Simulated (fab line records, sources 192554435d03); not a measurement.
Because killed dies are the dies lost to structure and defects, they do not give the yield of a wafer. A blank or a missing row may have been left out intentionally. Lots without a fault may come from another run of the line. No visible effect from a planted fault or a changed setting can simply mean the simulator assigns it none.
Chamber matching :: flow n5-finfet :: N5_PASSIVATION_PECVD_00 on pecvd-04 has 3 sister chambers
The step deposits SiO2 from SiH4/N2O, target thk 200 nm, time 11.2 s. 6 wafers are shown with their chamber, then 9 later ones without.

== EACH WAFER AND ITS CHAMBER ==
wafer: L084.5
chamber: 2
showerhead-plenum-p-Torr (Torr): 8.12
throttle-valve-pct (%): 51.3

wafer: L086.2
chamber: 2
showerhead-plenum-p-Torr (Torr): 8.11
throttle-valve-pct (%): 51.7

wafer: L086.6
chamber: 0
showerhead-plenum-p-Torr (Torr): 8.13
throttle-valve-pct (%): 51.6

wafer: L089.2
chamber: 1
showerhead-plenum-p-Torr (Torr): 8.19
throttle-valve-pct (%): 52.7

wafer: L089.4
chamber: 1
showerhead-plenum-p-Torr (Torr): 8.18
throttle-valve-pct (%): 52.7

wafer: L089.5
chamber: 0
showerhead-plenum-p-Torr (Torr): 8.16
throttle-valve-pct (%): 51.5

== WAFERS WHOSE CHAMBER IS MISSING ==
wafer: L097.1
showerhead-plenum-p-Torr (Torr): 8.09
throttle-valve-pct (%): 51.6

wafer: L097.2
showerhead-plenum-p-Torr (Torr): 8.20
throttle-valve-pct (%): 52.6

wafer: L097.6
showerhead-plenum-p-Torr (Torr): 8.11
throttle-valve-pct (%): 51.8

wafer: L094.1
showerhead-plenum-p-Torr (Torr): 8.14
throttle-valve-pct (%): 51.7

wafer: L094.2
showerhead-plenum-p-Torr (Torr): 8.19
throttle-valve-pct (%): 52.8

wafer: L094.6
showerhead-plenum-p-Torr (Torr): 8.18
throttle-valve-pct (%): 51.6

wafer: L095.1
showerhead-plenum-p-Torr (Torr): 8.17
throttle-valve-pct (%): 51.6

wafer: L095.4
showerhead-plenum-p-Torr (Torr): 8.18
throttle-valve-pct (%): 52.6

wafer: L095.6
showerhead-plenum-p-Torr (Torr): 8.16
throttle-valve-pct (%): 51.5

== EACH ONE'S CHAMBER ==
wafer: L097.1
from the rows above: 2
in truth: 2

wafer: L097.2
from the rows above: 1
in truth: 1

wafer: L097.6
from the rows above: can't be placed: 2 or 0
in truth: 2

wafer: L094.1
from the rows above: can't be placed: 0 or 2
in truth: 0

wafer: L094.2
from the rows above: 1
in truth: 1

wafer: L094.6
from the rows above: 0
in truth: 0

wafer: L095.1
from the rows above: 0
in truth: 0

wafer: L095.4
from the rows above: 1
in truth: 1

wafer: L095.6
from the rows above: 0
in truth: 0
Placed correctly: 7 of 9. Can't be placed from these rows: 2 (the true chamber is among the candidates in 2). Number placed wrongly: 0.
How it was worked out, from the rows above alone: a wafer's distance from a chamber is the root of the sum, over the readings, of the square of ((its reading less the chamber's mean) divided by the reading's scatter). The wafer belongs to the nearest chamber; if the next one is less than 2 further off, it can't be placed. Each chamber's mean is taken over the wafers shown for it. The scatter: the root of (the sum of the squares of (reading less its chamber's mean) over the shown wafers, divided by (wafers less chambers)).
